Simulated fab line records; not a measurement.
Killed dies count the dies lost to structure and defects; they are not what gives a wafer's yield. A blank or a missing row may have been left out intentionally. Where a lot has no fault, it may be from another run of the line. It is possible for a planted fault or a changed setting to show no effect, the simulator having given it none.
Problem report in the 8D (eight disciplines) form, filled by code || flow nand harc || the parts of the form that need people (team, actions taken, sign-off) are left out

== 1. THE PROBLEM ==
Wafers without a fault read 592.8 W, standard deviation 2.6; rf fwd power W at NHARC_A_STAIRCASE_ETCH_232 reads a mean of 687.6 W on 6 wafers belonging to 2 lots. That is +36 standard deviations from the usual mean.
The step: etches the open film in C4F8/O2, target depth 100 nm, time 40.5 s.
Seen first at day 21 08:26 on rie diel-04, wafer L629.1. The record holds 36 wafers of 12 lots with a number at this step. The rule behind "out" and "out of limits": a value lying over 4 standard deviations away from the usual mean. The rest of the wafers with a number are treated as sound.

== 2. WHAT IT IS; WHAT IT IS NOT ==
{"question": "which readings at this step", "is": "rf fwd power W, oes product au", "is not": "rf vpp V"}
{"question": "which lots", "is": "L629, L630", "is not": "L616, L619, L620, L622, L623, L624, L625, L637, L638, L639"}
{"question": "which wafers of those lots", "is": "all that have a number", "is not": "-"}
{"question": "read on which tools", "is": "rie diel-04", "is not": "rie diel-03, rie diel-11"}
{"question": "when", "is": "from day 21 08:26", "is not": "up to then (21 sound wafers); but 9 sound wafers of L637, L638, L639 came after"}

== 3. THE SUSPECTS, EACH WITH WHAT RULES IT OUT ==
Counting: a tool at any process step up to the reading remains a suspect when it ran all the lots that are out and ran no sound lot after the first of those.
- rie diel-04 at NHARC_A_STAIRCASE_ETCH_232 (etches the open film in C4F8/O2, target depth 100 nm, time 40.5 s): kept. It processed each lot that is out, first L629 at day 21 08:26, and no sound lot thereafter; up to then, the last sound lot it processed was L625 at day 20 15:10. On those wafers its own readings are out: oes product au, rf fwd power W.
Remaining after the count: rie diel-04 at NHARC_A_STAIRCASE_ETCH_232.

== 4. THE CAUSE (what the simulator had put in) ==
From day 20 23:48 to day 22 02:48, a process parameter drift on rie diel-04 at NHARC_A_STAIRCASE_ETCH_232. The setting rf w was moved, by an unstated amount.
This tool alone remained once counting was done.

== 5. THE CHAIN OF EFFECTS, in route order ==
One row per reading whose mean, taken over the struck wafers that have a number, lies over 3 standard deviations from the usual. Only readings for which the record gives a usual standard deviation are gone through. hours: the time from each lot's start at the first step in this table that gives one to its start at this step, as a median over the lots. sigmas: the change in usual standard deviations.
{"hours": 0, "step": "NHARC_A_STAIRCASE_ETCH_232", "reading": "oes product au", "usual": "0.945 a.u.", "on struck wafers": 1.032, "change": "+0.087", "sigmas": "+6.2"}
{"hours": 0, "step": "NHARC_A_STAIRCASE_ETCH_232", "reading": "rf fwd power W", "usual": "592.8 W", "on struck wafers": 687.6, "change": "+94.8", "sigmas": "+36"}
Process steps it contains:
- NHARC_A_STAIRCASE_ETCH_232: etches the open film in C4F8/O2, target depth 100 nm, time 40.5 s.
At these later measuring or inspecting steps, every struck wafer for which the step has a row has a number for every such reading, and none has moved that far: NHARC_END_SORT_01.

== 6. HOW IT WOULD HAVE BEEN CAUGHT EARLIER ==
9 hours passed between the start of the fault at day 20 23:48 and the first reading out of limits in this record, taken at day 21 08:26.
